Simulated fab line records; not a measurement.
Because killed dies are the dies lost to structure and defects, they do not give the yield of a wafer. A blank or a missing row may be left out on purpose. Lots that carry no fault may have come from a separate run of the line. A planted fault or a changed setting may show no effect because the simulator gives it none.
fab line records || flow n5Finfet
record: {"lots": 7, "wafers": 19, "lastDay": 15}
route steps=1938 shown BEOL_M13@1711 BEOL_M14@1716
lots with no fault: from the same line, run without faults
startH: start of the lot's first displayed wafer, in hours after the record's first day || waitH: hours since the lot's step before || " the same as in the row above || L1.1+2: a single row standing in for several wafers || - either no value or no given start || * or withheld: withheld || < > ~ a bound
route shown NAME@n: NAME is a module with steps in the file, n the number in the route of the first one || usual: average and standard deviation across the fault-free wafers || same: alike in all rows || chamber/n: place in a boat || sites: per-site readings || _std_site: the values' standard deviation || _edge_site: the outer-site mean with the inner-site mean subtracted || radiusMm: for every site, how far away it sits from the centre of the wafer || mask NAME#n: copy n || behind: tool/chamber where the wafer was last shaped || hold: why the lot went on hold/how many hours it stayed there/how the hold came to an end || device: which transistor (n, p or np) failed to switch || end of line: the same wafers' tests at the end of the route || a step without rows: its recipe alone || killed: the dies lost at the first sort to structure and to defects; this is not the yield of the wafer || map: a wafer's dies, x killed, . not, _ none there
set.NAME: setting as actually run; set.NAME@STEP: the setting as run at that earlier step || model.NAME: the simulator's own value behind a step, which no gauge read
lots at selected steps of the route; one table per step, one row per wafer
services: the hour from which a tool's chamber was out of use, counted from the record's first day as startH (under 0 if before that day), plus the number of hours and why
== steps ==
step: N5_BEOL_M13_THK_MEAS_50
recipe: {"thkMeasGauge": "xrf", "reads": "Cu_of_BEOL_M13_ECD_47"}
usual: {"M13_THK": "415/5.9"}
{"lot.wafer": "L514.3", "tool": "filmMetro-01", "chamber": "-", "startH": 254.61, "waitH": "-", "M13_THK[nm]": 415}
{"lot.wafer": "L515.1", "tool": "filmMetro-02", "chamber": "-", "startH": 261.01, "waitH": "-", "M13_THK[nm]": 430}
{"lot.wafer": "L515.4", "tool": "filmMetro-02", "chamber": "-", "startH": 261.01, "waitH": "-", "M13_THK[nm]": 427}
{"lot.wafer": "L515.6", "tool": "filmMetro-02", "chamber": "-", "startH": 261.01, "waitH": "-", "M13_THK[nm]": 424}
{"lot.wafer": "L516.2", "tool": "filmMetro-01", "chamber": "-", "startH": 268.08, "waitH": "-", "M13_THK[nm]": 406}
{"lot.wafer": "L516.3", "tool": "filmMetro-01", "chamber": "-", "startH": 268.08, "waitH": "-", "M13_THK[nm]": 402}
{"lot.wafer": "L516.5", "tool": "filmMetro-01", "chamber": "-", "startH": 268.08, "waitH": "-", "M13_THK[nm]": 406}
{"lot.wafer": "L517.1", "tool": "filmMetro-02", "chamber": "-", "startH": 278.83, "waitH": "-", "M13_THK[nm]": 417}
{"lot.wafer": "L517.4", "tool": "filmMetro-02", "chamber": "-", "startH": 278.83, "waitH": "-", "M13_THK[nm]": 409}
{"lot.wafer": "L517.5", "tool": "filmMetro-02", "chamber": "-", "startH": 278.83, "waitH": "-", "M13_THK[nm]": 413}
{"lot.wafer": "L524.1", "tool": "filmMetro-02", "chamber": "-", "startH": 313.51, "waitH": "-", "M13_THK[nm]": 406}
{"lot.wafer": "L524.3", "tool": "filmMetro-02", "chamber": "-", "startH": 313.51, "waitH": "-", "M13_THK[nm]": 408}
{"lot.wafer": "L524.4", "tool": "filmMetro-02", "chamber": "-", "startH": 313.51, "waitH": "-", "M13_THK[nm]": 410}
{"lot.wafer": "L523.2", "tool": "filmMetro-02", "chamber": "-", "startH": 324.25, "waitH": "-", "M13_THK[nm]": 412}
{"lot.wafer": "L523.5", "tool": "filmMetro-02", "chamber": "-", "startH": 324.25, "waitH": "-", "M13_THK[nm]": 421}
{"lot.wafer": "L523.6", "tool": "filmMetro-02", "chamber": "-", "startH": 324.25, "waitH": "-", "M13_THK[nm]": 412}
{"lot.wafer": "L526.2", "tool": "filmMetro-02", "chamber": "-", "startH": 329.59, "waitH": "-", "M13_THK[nm]": 420}
{"lot.wafer": "L526.4", "tool": "filmMetro-02", "chamber": "-", "startH": 329.59, "waitH": "-", "M13_THK[nm]": 418}
{"lot.wafer": "L526.6", "tool": "filmMetro-02", "chamber": "-", "startH": 329.59, "waitH": "-", "M13_THK[nm]": 410}
step: N5_BEOL_M13_PRE_CLEAN_52
recipe: {"gas": "NH3", "timeS": 15, "tempC": "withheld", "rfPowerW": 300}
step: N5_BEOL_M13_DEP_53
recipe: {"material": "SiCN", "targetThkA": 500, "tempC": "withheld", "precursor": "3MS/NH3", "pressureTorr": 3, "rfW": 675, "timeS": 17.8}
usual: {"chamberPressureTorr": "2.999/0.0067", "showerheadPlenumPTorr": "4.157/0.021", "throttleValvePct": "17.7/0.73"}
{"lot.wafer": "L514.3", "tool": "pecvd-04", "chamber": 2, "startH": 254.67, "waitH": 0.0, "chamberPressureTorr": 3.005, "showerheadPlenumPTorr": 4.129, "sinceWetCleanH": 567, "throttleValvePct": 17.4}
{"lot.wafer": "L515.1", "tool": "pecvd-04", "chamber": 1, "startH": 261.08, "waitH": 0.0, "chamberPressureTorr": 2.987, "showerheadPlenumPTorr": 4.195, "sinceWetCleanH": 2052, "throttleValvePct": 18.3}
{"lot.wafer": "L515.4", "tool": "pecvd-04", "chamber": 1, "startH": 261.08, "waitH": 0.0, "chamberPressureTorr": 3.001, "showerheadPlenumPTorr": 4.179, "sinceWetCleanH": "-", "throttleValvePct": 18.2}
{"lot.wafer": "L515.6", "tool": "pecvd-04", "chamber": 0, "startH": 261.08, "waitH": 0.0, "chamberPressureTorr": 2.995, "showerheadPlenumPTorr": 4.178, "sinceWetCleanH": "-", "throttleValvePct": 18.0}
{"lot.wafer": "L516.2", "tool": "pecvd-03", "chamber": 2, "startH": 268.14, "waitH": 0.0, "chamberPressureTorr": 3.000, "showerheadPlenumPTorr": 4.170, "sinceWetCleanH": 399, "throttleValvePct": 16.8}
{"lot.wafer": "L516.3", "tool": "pecvd-03", "chamber": 1, "startH": 268.14, "waitH": 0.0, "chamberPressureTorr": 2.997, "showerheadPlenumPTorr": 4.164, "sinceWetCleanH": 1878, "throttleValvePct": 17.5}
{"lot.wafer": "L516.5", "tool": "pecvd-03", "chamber": 0, "startH": 268.14, "waitH": 0.0, "chamberPressureTorr": 2.995, "showerheadPlenumPTorr": 4.145, "sinceWetCleanH": "-", "throttleValvePct": 17.3}
{"lot.wafer": "L517.1", "tool": "pecvd-04", "chamber": 2, "startH": 278.89, "waitH": 0.0, "chamberPressureTorr": 2.995, "showerheadPlenumPTorr": 4.141, "sinceWetCleanH": 591, "throttleValvePct": 17.3}
{"lot.wafer": "L517.4", "tool": "pecvd-04", "chamber": 0, "startH": 278.89, "waitH": 0.0, "chamberPressureTorr": 2.997, "showerheadPlenumPTorr": 4.178, "sinceWetCleanH": "-", "throttleValvePct": 18.4}
{"lot.wafer": "L517.5", "tool": "pecvd-04", "chamber": 2, "startH": 278.89, "waitH": 0.0, "chamberPressureTorr": 2.988, "showerheadPlenumPTorr": 4.122, "sinceWetCleanH": "-", "throttleValvePct": 17.2}
{"lot.wafer": "L524.1", "tool": "pecvd-03", "chamber": 1, "startH": 313.57, "waitH": 0.0, "chamberPressureTorr": 3.010, "showerheadPlenumPTorr": 4.164, "sinceWetCleanH": 1924, "throttleValvePct": 17.1}
{"lot.wafer": "L524.3", "tool": "pecvd-03", "chamber": 2, "startH": 313.57, "waitH": 0.0, "chamberPressureTorr": 3.000, "showerheadPlenumPTorr": 4.170, "sinceWetCleanH": 445, "throttleValvePct": 16.7}
{"lot.wafer": "L524.4", "tool": "pecvd-03", "chamber": 2, "startH": 313.57, "waitH": 0.0, "chamberPressureTorr": 2.997, "showerheadPlenumPTorr": 4.174, "sinceWetCleanH": "-", "throttleValvePct": 16.7}
{"lot.wafer": "L523.2", "tool": "pecvd-04", "chamber": 2, "startH": 324.32, "waitH": 0.0, "chamberPressureTorr": 3.012, "showerheadPlenumPTorr": 4.140, "sinceWetCleanH": 637, "throttleValvePct": 17.6}
{"lot.wafer": "L523.5", "tool": "pecvd-04", "chamber": 2, "startH": 324.32, "waitH": 0.0, "chamberPressureTorr": 3.000, "showerheadPlenumPTorr": 4.119, "sinceWetCleanH": "-", "throttleValvePct": 17.6}
{"lot.wafer": "L523.6", "tool": "pecvd-04", "chamber": 1, "startH": 324.32, "waitH": 0.0, "chamberPressureTorr": 3.003, "showerheadPlenumPTorr": 4.174, "sinceWetCleanH": "-", "throttleValvePct": 18.3}
{"lot.wafer": "L526.2", "tool": "pecvd-04", "chamber": 0, "startH": 329.65, "waitH": 0.0, "chamberPressureTorr": 3.004, "showerheadPlenumPTorr": 4.174, "sinceWetCleanH": 1396, "throttleValvePct": 18.4}
{"lot.wafer": "L526.4", "tool": "pecvd-04", "chamber": 0, "startH": 329.65, "waitH": 0.0, "chamberPressureTorr": 3.003, "showerheadPlenumPTorr": 4.186, "sinceWetCleanH": "-", "throttleValvePct": 18.3}
{"lot.wafer": "L526.6", "tool": "pecvd-04", "chamber": 2, "startH": 329.65, "waitH": 0.0, "chamberPressureTorr": 2.988, "showerheadPlenumPTorr": 4.135, "sinceWetCleanH": "-", "throttleValvePct": 17.5}
step: N5_BEOL_M13_RS_MEAS_54
recipe: {"thkMeasGauge": "four-point-probe", "reads": "Cu_of_BEOL_M13_ECD_47+Ta_of_BEOL_M13_SPUTTER_44+TaN_of_BEOL_M13_SPUTTER_43"}
usual: {"M13_RS": "0.0453/0.0006"}
{"lot.wafer": "L514.3", "tool": "filmMetro-01", "chamber": "-", "startH": 254.74, "waitH": 0.1, "M13_RS[ohm/sq]": 0.0453}
{"lot.wafer": "L515.1", "tool": "filmMetro-02", "chamber": "-", "startH": 261.14, "waitH": 0.0, "M13_RS[ohm/sq]": 0.0442}
{"lot.wafer": "L515.4", "tool": "filmMetro-02", "chamber": "-", "startH": 261.14, "waitH": 0.0, "M13_RS[ohm/sq]": 0.0442}
{"lot.wafer": "L515.6", "tool": "filmMetro-02", "chamber": "-", "startH": 261.14, "waitH": 0.0, "M13_RS[ohm/sq]": 0.0448}
{"lot.wafer": "L516.2", "tool": "filmMetro-01", "chamber": "-", "startH": 268.21, "waitH": 0.1, "M13_RS[ohm/sq]": 0.0461}
{"lot.wafer": "L516.3", "tool": "filmMetro-01", "chamber": "-", "startH": 268.21, "waitH": 0.1, "M13_RS[ohm/sq]": 0.0462}
{"lot.wafer": "L516.5", "tool": "filmMetro-01", "chamber": "-", "startH": 268.21, "waitH": 0.1, "M13_RS[ohm/sq]": 0.0462}
{"lot.wafer": "L517.1", "tool": "filmMetro-01", "chamber": "-", "startH": 278.95, "waitH": 0.0, "M13_RS[ohm/sq]": 0.0450}
{"lot.wafer": "L517.4", "tool": "filmMetro-01", "chamber": "-", "startH": 278.95, "waitH": 0.0, "M13_RS[ohm/sq]": 0.0457}
{"lot.wafer": "L517.5", "tool": "filmMetro-01", "chamber": "-", "startH": 278.95, "waitH": 0.0, "M13_RS[ohm/sq]": 0.0452}
{"lot.wafer": "L524.1", "tool": "filmMetro-02", "chamber": "-", "startH": 313.64, "waitH": 0.0, "M13_RS[ohm/sq]": 0.0461}
{"lot.wafer": "L524.3", "tool": "filmMetro-02", "chamber": "-", "startH": 313.64, "waitH": 0.0, "M13_RS[ohm/sq]": 0.0460}
{"lot.wafer": "L524.4", "tool": "filmMetro-02", "chamber": "-", "startH": 313.64, "waitH": 0.0, "M13_RS[ohm/sq]": 0.0461}
{"lot.wafer": "L523.2", "tool": "filmMetro-01", "chamber": "-", "startH": 324.38, "waitH": 0.1, "M13_RS[ohm/sq]": 0.0454}
{"lot.wafer": "L523.5", "tool": "filmMetro-01", "chamber": "-", "startH": 324.38, "waitH": 0.1, "M13_RS[ohm/sq]": 0.0443}
{"lot.wafer": "L523.6", "tool": "filmMetro-01", "chamber": "-", "startH": 324.38, "waitH": 0.1, "M13_RS[ohm/sq]": 0.0451}
{"lot.wafer": "L526.2", "tool": "filmMetro-01", "chamber": "-", "startH": 329.72, "waitH": 0.1, "M13_RS[ohm/sq]": 0.0446}
{"lot.wafer": "L526.4", "tool": "filmMetro-01", "chamber": "-", "startH": 329.72, "waitH": 0.1, "M13_RS[ohm/sq]": 0.0448}
{"lot.wafer": "L526.6", "tool": "filmMetro-01", "chamber": "-", "startH": 329.72, "waitH": 0.1, "M13_RS[ohm/sq]": 0.0457}
step: N5_BEOL_M14_ILD_DEP_00
recipe: {"material": "SiO2", "targetThkA": 11193, "tempC": 400, "precursor": "TEOS/O2", "pressureTorr": 6.5, "rfW": 900, "teosFlowSccm": 161.4, "gas": "O2", "flowSccm": 2650, "timeS": 237.4}
usual: {"chamberPressureTorr": "6.501/0.015", "heaterPowerW": "560/80", "showerheadPlenumPTorr": "8.344/0.028", "throttleValvePct": "18.4/0.75"}
{"lot.wafer": "L514.3", "tool": "pecvd-03", "chamber": 0, "startH": 254.80, "waitH": 0.0, "chamberPressureTorr": 6.517, "heaterPowerW": 572, "showerheadPlenumPTorr": 8.343, "sinceWetCleanH": 1140, "throttleValvePct": 18.1}
{"lot.wafer": "L515.1", "tool": "pecvd-02", "chamber": 1, "startH": 261.21, "waitH": 0.0, "chamberPressureTorr": 6.492, "heaterPowerW": 491, "showerheadPlenumPTorr": 8.345, "sinceWetCleanH": 1690, "throttleValvePct": 18.2}
{"lot.wafer": "L515.4", "tool": "pecvd-02", "chamber": 0, "startH": 261.21, "waitH": 0.0, "chamberPressureTorr": 6.499, "heaterPowerW": 647, "showerheadPlenumPTorr": 8.383, "sinceWetCleanH": "-", "throttleValvePct": 20.0}
{"lot.wafer": "L515.6", "tool": "pecvd-02", "chamber": 2, "startH": 261.21, "waitH": 0.0, "chamberPressureTorr": 6.507, "heaterPowerW": 424, "showerheadPlenumPTorr": 8.325, "sinceWetCleanH": "-", "throttleValvePct": 18.1}
{"lot.wafer": "L516.2", "tool": "pecvd-04", "chamber": 1, "startH": 268.27, "waitH": 0.0, "chamberPressureTorr": 6.503, "heaterPowerW": 475, "showerheadPlenumPTorr": 8.358, "sinceWetCleanH": 2060, "throttleValvePct": 19.0}
{"lot.wafer": "L516.3", "tool": "pecvd-04", "chamber": 0, "startH": 268.27, "waitH": 0.0, "chamberPressureTorr": 6.506, "heaterPowerW": 662, "showerheadPlenumPTorr": 8.366, "sinceWetCleanH": 1335, "throttleValvePct": 18.7}
{"lot.wafer": "L516.5", "tool": "pecvd-04", "chamber": 0, "startH": 268.27, "waitH": 0.0, "chamberPressureTorr": 6.504, "heaterPowerW": 514, "showerheadPlenumPTorr": 8.377, "sinceWetCleanH": "-", "throttleValvePct": 18.7}
{"lot.wafer": "L517.1", "tool": "pecvd-02", "chamber": 1, "startH": 279.02, "waitH": 0.0, "chamberPressureTorr": 6.504, "heaterPowerW": 507, "showerheadPlenumPTorr": 8.292, "sinceWetCleanH": 1708, "throttleValvePct": 18.4}
{"lot.wafer": "L517.4", "tool": "pecvd-02", "chamber": 1, "startH": 279.02, "waitH": 0.0, "chamberPressureTorr": 6.510, "heaterPowerW": 373, "showerheadPlenumPTorr": 8.314, "sinceWetCleanH": "-", "throttleValvePct": 18.5}
{"lot.wafer": "L517.5", "tool": "pecvd-02", "chamber": 2, "startH": 279.02, "waitH": 0.0, "chamberPressureTorr": 6.514, "heaterPowerW": 556, "showerheadPlenumPTorr": 8.327, "sinceWetCleanH": "-", "throttleValvePct": 18.2}
{"lot.wafer": "L524.1", "tool": "pecvd-04", "chamber": 2, "startH": 313.70, "waitH": 0.0, "chamberPressureTorr": 6.502, "heaterPowerW": 686, "showerheadPlenumPTorr": 8.297, "sinceWetCleanH": 626, "throttleValvePct": 17.9}
{"lot.wafer": "L524.3", "tool": "pecvd-04", "chamber": 1, "startH": 313.70, "waitH": 0.0, "chamberPressureTorr": 6.508, "heaterPowerW": 620, "showerheadPlenumPTorr": 8.408, "sinceWetCleanH": 2105, "throttleValvePct": 19.0}
{"lot.wafer": "L524.4", "tool": "pecvd-04", "chamber": 2, "startH": 313.70, "waitH": 0.0, "chamberPressureTorr": 6.480, "heaterPowerW": 560, "showerheadPlenumPTorr": 8.297, "sinceWetCleanH": "-", "throttleValvePct": 18.3}
{"lot.wafer": "L523.2", "tool": "pecvd-03", "chamber": 2, "startH": 324.45, "waitH": 0.0, "chamberPressureTorr": 6.487, "heaterPowerW": 616, "showerheadPlenumPTorr": 8.343, "sinceWetCleanH": 456, "throttleValvePct": 17.0}
{"lot.wafer": "L523.5", "tool": "pecvd-03", "chamber": 2, "startH": 324.45, "waitH": 0.0, "chamberPressureTorr": 6.486, "heaterPowerW": 471, "showerheadPlenumPTorr": 8.359, "sinceWetCleanH": "-", "throttleValvePct": 17.5}
{"lot.wafer": "L523.6", "tool": "pecvd-03", "chamber": 0, "startH": 324.45, "waitH": 0.0, "chamberPressureTorr": 6.488, "heaterPowerW": 594, "showerheadPlenumPTorr": 8.319, "sinceWetCleanH": "-", "throttleValvePct": 17.9}
{"lot.wafer": "L526.2", "tool": "pecvd-03", "chamber": 1, "startH": 329.78, "waitH": 0.0, "chamberPressureTorr": 6.491, "heaterPowerW": 646, "showerheadPlenumPTorr": 8.315, "sinceWetCleanH": 1940, "throttleValvePct": 18.2}
{"lot.wafer": "L526.4", "tool": "pecvd-03", "chamber": 0, "startH": 329.78, "waitH": 0.0, "chamberPressureTorr": 6.511, "heaterPowerW": 582, "showerheadPlenumPTorr": 8.354, "sinceWetCleanH": "-", "throttleValvePct": 18.0}
{"lot.wafer": "L526.6", "tool": "pecvd-03", "chamber": 2, "startH": 329.78, "waitH": 0.0, "chamberPressureTorr": 6.496, "heaterPowerW": 623, "showerheadPlenumPTorr": 8.332, "sinceWetCleanH": "-", "throttleValvePct": 17.5}
step: N5_BEOL_M14_THK_MEAS_01
recipe: {"reads": "SiO2_of_BEOL_M14_ILD_DEP_00"}
usual: {"M14_ILD_THK": "1121/17"}
{"lot.wafer": "L514.3", "tool": "filmMetro-02", "chamber": "-", "startH": 254.99, "waitH": 0.1, "M14_ILD_THK[nm]": 1097}
{"lot.wafer": "L515.1", "tool": "filmMetro-02", "chamber": "-", "startH": 261.39, "waitH": 0.1, "M14_ILD_THK[nm]": 1131}
{"lot.wafer": "L515.4", "tool": "filmMetro-02", "chamber": "-", "startH": 261.39, "waitH": 0.1, "M14_ILD_THK[nm]": 1115}
{"lot.wafer": "L515.6", "tool": "filmMetro-02", "chamber": "-", "startH": 261.39, "waitH": 0.1, "M14_ILD_THK[nm]": 1116}
{"lot.wafer": "L516.2", "tool": "filmMetro-02", "chamber": "-", "startH": 268.46, "waitH": 0.1, "M14_ILD_THK[nm]": 1114}
{"lot.wafer": "L516.3", "tool": "filmMetro-02", "chamber": "-", "startH": 268.46, "waitH": 0.1, "M14_ILD_THK[nm]": 1108}
{"lot.wafer": "L516.5", "tool": "filmMetro-02", "chamber": "-", "startH": 268.46, "waitH": 0.1, "M14_ILD_THK[nm]": 1110}
{"lot.wafer": "L517.1", "tool": "filmMetro-02", "chamber": "-", "startH": 279.21, "waitH": 0.1, "M14_ILD_THK[nm]": 1138}
{"lot.wafer": "L517.4", "tool": "filmMetro-02", "chamber": "-", "startH": 279.21, "waitH": 0.1, "M14_ILD_THK[nm]": 1161}
{"lot.wafer": "L517.5", "tool": "filmMetro-02", "chamber": "-", "startH": 279.21, "waitH": 0.1, "M14_ILD_THK[nm]": 1130}
{"lot.wafer": "L524.1", "tool": "filmMetro-02", "chamber": "-", "startH": 313.89, "waitH": 0.1, "M14_ILD_THK[nm]": 1125}
{"lot.wafer": "L524.3", "tool": "filmMetro-02", "chamber": "-", "startH": 313.89, "waitH": 0.1, "M14_ILD_THK[nm]": 1118}
{"lot.wafer": "L524.4", "tool": "filmMetro-02", "chamber": "-", "startH": 313.89, "waitH": 0.1, "M14_ILD_THK[nm]": 1144}
{"lot.wafer": "L523.2", "tool": "filmMetro-01", "chamber": "-", "startH": 324.64, "waitH": 0.1, "M14_ILD_THK[nm]": 1110}
{"lot.wafer": "L523.5", "tool": "filmMetro-01", "chamber": "-", "startH": 324.64, "waitH": 0.1, "M14_ILD_THK[nm]": 1124}
{"lot.wafer": "L523.6", "tool": "filmMetro-01", "chamber": "-", "startH": 324.64, "waitH": 0.1, "M14_ILD_THK[nm]": 1126}
{"lot.wafer": "L526.2", "tool": "filmMetro-01", "chamber": "-", "startH": 329.97, "waitH": 0.1, "M14_ILD_THK[nm]": 1127}
{"lot.wafer": "L526.4", "tool": "filmMetro-01", "chamber": "-", "startH": 329.97, "waitH": 0.1, "M14_ILD_THK[nm]": 1122}
{"lot.wafer": "L526.6", "tool": "filmMetro-01", "chamber": "-", "startH": 329.97, "waitH": 0.1, "M14_ILD_THK[nm]": 1123}
step: N5_BEOL_M14_COAT_58
recipe: {"resist": "BARC", "tempC": 205, "timeS": 60, "spinRpm": 1500, "resistThkNm": 89}
step: N5_BEOL_M14_COAT_04
recipe: {"spinRpm": 1704, "resistThkNm": 800}
step: N5_BEOL_M14_EBR_06
recipe: {"solvent": "PGMEA", "ebrWidthMm": 1.5}
step: N5_BEOL_M14_SOFTBAKE_05
recipe: {"tempC": 130, "timeS": 60}
step: N5_BEOL_M14_EXPOSE_07
recipe: {"maskId": "V13", "na": 0.8, "sourceShape": "annular", "sigmaInner": 0.5, "sigmaOuter": 0.8, "polarization": "unpolarized", "attpsmPhaseDeg": 180, "doseMj": 57}
step: N5_BEOL_M14_PEB_08
recipe: {"pebTempC": 130, "pebTimeS": 90}
usual: {"chillPlateTempC": "23.00/0.11", "exhaustPa": "45.0/0.86"}
{"lot.wafer": "L514.3", "tool": "lithoTrack-04", "chamber": "-", "startH": 255.31, "waitH": 0.0, "chillPlateTempC": "-", "exhaustPa": "-"}
{"lot.wafer": "L515.1", "tool": "lithoTrack-03", "chamber": "-", "startH": 261.59, "waitH": 0.1, "chillPlateTempC": "-", "exhaustPa": "-"}
{"lot.wafer": "L515.4", "tool": "lithoTrack-03", "chamber": "-", "startH": 261.59, "waitH": 0.1, "chillPlateTempC": "-", "exhaustPa": "-"}
{"lot.wafer": "L515.6", "tool": "lithoTrack-03", "chamber": "-", "startH": 261.59, "waitH": 0.1, "chillPlateTempC": "-", "exhaustPa": "-"}
{"lot.wafer": "L516.2", "tool": "lithoTrack-01", "chamber": "-", "startH": 268.66, "waitH": 0.0, "chillPlateTempC": "-", "exhaustPa": "-"}
{"lot.wafer": "L516.3", "tool": "lithoTrack-01", "chamber": "-", "startH": 268.66, "waitH": 0.0, "chillPlateTempC": "-", "exhaustPa": "-"}
{"lot.wafer": "L516.5", "tool": "lithoTrack-01", "chamber": "-", "startH": 268.66, "waitH": 0.0, "chillPlateTempC": "-", "exhaustPa": "-"}
{"lot.wafer": "L517.1", "tool": "lithoTrack-04", "chamber": 0, "startH": 279.40, "waitH": 0.1, "chillPlateTempC": 23.00, "exhaustPa": 44.7}
{"lot.wafer": "L517.4", "tool": "lithoTrack-04", "chamber": 0, "startH": 279.40, "waitH": 0.1, "chillPlateTempC": 23.07, "exhaustPa": 44.8}
{"lot.wafer": "L517.5", "tool": "lithoTrack-04", "chamber": 0, "startH": 279.40, "waitH": 0.1, "chillPlateTempC": 22.79, "exhaustPa": 46.1}
{"lot.wafer": "L524.1", "tool": "lithoTrack-01", "chamber": 0, "startH": 314.21, "waitH": 0.1, "chillPlateTempC": 23.15, "exhaustPa": 45.4}
{"lot.wafer": "L524.3", "tool": "lithoTrack-01", "chamber": 0, "startH": 314.21, "waitH": 0.1, "chillPlateTempC": 23.06, "exhaustPa": 44.5}
{"lot.wafer": "L524.4", "tool": "lithoTrack-01", "chamber": 0, "startH": 314.21, "waitH": 0.1, "chillPlateTempC": 22.91, "exhaustPa": 44.5}
{"lot.wafer": "L523.2", "tool": "lithoTrack-04", "chamber": 0, "startH": 324.83, "waitH": 0.1, "chillPlateTempC": 22.96, "exhaustPa": 44.9}
{"lot.wafer": "L523.5", "tool": "lithoTrack-04", "chamber": 0, "startH": 324.83, "waitH": 0.1, "chillPlateTempC": 23.03, "exhaustPa": 45.2}
{"lot.wafer": "L523.6", "tool": "lithoTrack-04", "chamber": 0, "startH": 324.83, "waitH": 0.1, "chillPlateTempC": 22.96, "exhaustPa": 44.0}
{"lot.wafer": "L526.2", "tool": "lithoTrack-04", "chamber": 0, "startH": 330.16, "waitH": 0.0, "chillPlateTempC": 22.87, "exhaustPa": 45.8}
{"lot.wafer": "L526.4", "tool": "lithoTrack-04", "chamber": 0, "startH": 330.16, "waitH": 0.0, "chillPlateTempC": 22.86, "exhaustPa": 45.6}
{"lot.wafer": "L526.6", "tool": "lithoTrack-04", "chamber": 0, "startH": 330.16, "waitH": 0.0, "chillPlateTempC": 22.94, "exhaustPa": 47.0}
step: N5_BEOL_M14_DEVELOP_09
recipe: {"developTimeS": 45, "rinseLiquid": "diw", "dry": "airSpin", "devTempC": 21}
== services ==
{"tool": "pecvd-02", "chamber": "-", "startH": 245.16, "hours": 1.7, "kind": "repair"}
{"tool": "pecvd-03", "chamber": "-", "startH": 291.16, "hours": 6.0, "kind": "pm"}
{"tool": "pecvd-02", "chamber": 1, "startH": 295.01, "hours": 5.5, "kind": "scheduledDown"}
{"tool": "pecvd-03", "chamber": 0, "startH": 297.99, "hours": 2.1, "kind": "scheduledDown"}
{"tool": "pecvd-04", "chamber": "-", "startH": 298.18, "hours": 0.4, "kind": "repair"}
{"tool": "pecvd-04", "chamber": 0, "startH": 299.97, "hours": "-", "kind": "calibration"}
{"tool": "pecvd-04", "chamber": "-", "startH": 310.59, "hours": 0.5, "kind": "repair"}
{"tool": "pecvd-04", "chamber": "-", "startH": 318.37, "hours": 0.7, "kind": "repair"}
== key ==
firstSign: {"step": "N5_BEOL_M14_PEB_08", "reading": "toolRecord", "direction": "missing"}
effect none on later readings
metAt N5_BEOL_M14_PEB_08
struckWafers L514.3,L515.1,L515.4,L515.6,L516.2,L516.3,L516.5
laterRowsLeftOut L514.3,L515.1,L515.4,L515.6,L516.2,L516.3,L516.5
sortLeftOut L514.3,L515.1,L515.4,L515.6,L516.2,L516.3,L516.5
testerLeftOut L514,L515
earlierFault: {"kind": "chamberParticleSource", "tool": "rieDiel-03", "chamber": 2, "onsetH": 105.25, "steps": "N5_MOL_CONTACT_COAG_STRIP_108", "ratePerVisitCm2": 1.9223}
earlierFault: {"kind": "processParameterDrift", "tool": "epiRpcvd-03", "chamber": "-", "onsetH": 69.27, "steps": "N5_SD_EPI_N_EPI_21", "channel": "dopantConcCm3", "offset": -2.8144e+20, "shape": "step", "stated": 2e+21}
fault: {"kind": "skippedStepWhole", "tool": "lithoTrack-01,lithoTrack-03,lithoTrack-04", "chamber": "-", "onsetH": 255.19, "steps": "N5_BEOL_M14_PEB_08", "scope": "struckLotsOnly"}
testerLeftOut: of these lots the tester's yield and bins aren't shown, on N5 and GAA mostly nor the transistor test; their killed dies are dies lost to structure and defects alone, not to doping, threshold or leakage, so they don't give the yield
sortLeftOut: the simulated sort isn't trusted on such a fault, so these wafers' sort isn't shown, and their yield isn't known
laterRowsLeftOut: the simulator's readings of these wafers behind a module that went badly wrong aren't trusted and aren't shown, but for the sort
